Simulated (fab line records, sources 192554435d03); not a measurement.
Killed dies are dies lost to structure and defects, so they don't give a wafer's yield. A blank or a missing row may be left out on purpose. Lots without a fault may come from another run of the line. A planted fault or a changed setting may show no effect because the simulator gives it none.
Split-lot experiment | flow n5_finfet | 7 lots, 21 wafers read, on a route of 1938 steps

THE SPLIT
At N5_PASSIVATION_ETCH_54 (etches SiO2 in CHF3/O2, target depth 880 nm, time 440 s), the setting time_s was moved away from the recipe's 440 s on 6 of the 21 wafers read, by +8.1% to +21.8%. The other wafers ran this setting at the recipe's value.

The reading is taken at the split's own step.

THE READING
PASSIVATION.feature_depth_nm (the simulator's own value, which no gauge read), in nm, at N5_PASSIVATION_ETCH_54 (etches SiO2 in CHF3/O2, target depth 880 nm, time 440 s). The file gives no usual value for it. The 15 wafers here that ran the recipe average 881.7 nm, standard deviation 14 nm.

wafer  | tool, chamber at the split | time_s as run, s | against the recipe | PASSIVATION.feature_depth_nm, nm | against lot-mates on the recipe
L075.2 | rie_diel-04, 1             | 440              | recipe             | 875.6                            | -
L075.3 | rie_diel-04, 0             | 440              | recipe             | 881.2                            | -
L075.5 | rie_diel-04, 2             | 535.8            | +21.8%             | 1075                             | +196.6
L080.1 | rie_diel-04, 2             | 440              | recipe             | 887                              | -
L080.3 | rie_diel-04, 1             | 440              | recipe             | 875.4                            | -
L080.5 | rie_diel-04, 2             | 440              | recipe             | 889.4                            | -
L084.1 | rie_diel-04, 0             | 528.5            | +20.1%             | 1075                             | +184.6
L084.4 | rie_diel-04, 1             | 440              | recipe             | 888.6                            | -
L084.5 | rie_diel-04, 2             | 440              | recipe             | 892.2                            | -
L091.1 | rie_diel-01, 0             | 440              | recipe             | 852                              | -
L091.3 | rie_diel-01, 3             | 529.4            | +20.3%             | 1044                             | +192.0
L091.5 | rie_diel-01, 1             | 529.4            | +20.3%             | 1058                             | +206.0
L095.2 | rie_diel-04, 2             | 440              | recipe             | 871.4                            | -
L095.3 | rie_diel-04, 3             | 440              | recipe             | 918.6                            | -
L095.4 | rie_diel-04, 0             | 440              | recipe             | 875.4                            | -
L096.1 | rie_diel-04, 3             | 475.8            | +8.1%              | 996.8                            | +123.6
L096.4 | rie_diel-04, 0             | 475.8            | +8.1%              | 962                              | +88.8
L096.5 | rie_diel-04, 1             | 440              | recipe             | 873.2                            | -
L097.1 | rie_diel-05, 1             | 440              | recipe             | 891.8                            | -
L097.2 | rie_diel-05, 0             | 440              | recipe             | 874                              | -
L097.6 | rie_diel-05, 3             | 440              | recipe             | 879.4                            | -

THE FIT
A straight line over all 21 wafers: PASSIVATION.feature_depth_nm changes by +8.92 nm for each +1% of time_s; r = +0.98; the points scatter about the line by 17 nm.
The same after taking each lot's own level away (the mean of its wafers on the recipe; 21 wafers): +9.58 nm for each +1%; r = +0.98; scatter 15 nm.
On that fit, the largest move of time_s shifts the reading by 2.1e+02 nm.
The lots' own levels span 852.00 to 890.40 nm, that is 2.7 times the standard deviation above.
So the lot-to-lot level changes the slope little: the two slopes agree.
Check: with one of the wafers moved furthest among these (+21.8%) left out of the fit, the line predicts +216 nm for it against its lot-mates. It came out at +197 nm against them.

THE WHOLE CHAIN: every reading that the file lists as answering this split, in the file's order
step                   | what it does                                            | reading                                                                       | change (the file's fit)              | r (the file's)
N5_PASSIVATION_ETCH_54 | etches SiO2 in CHF3/O2, target depth 880 nm, time 440 s | etch.depth_nm (the simulator's own value, which no gauge read)                | +9.49 nm for each +1% of the setting | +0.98
N5_PASSIVATION_ETCH_54 | etches SiO2 in CHF3/O2, target depth 880 nm, time 440 s | PASSIVATION.feature_depth_nm (the simulator's own value, which no gauge read) | +9.49 nm for each +1% of the setting | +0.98

THE FILE'S OWN FIT
PASSIVATION.feature_depth_nm changes by +9.49 nm for each +1% of time_s, r = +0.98.
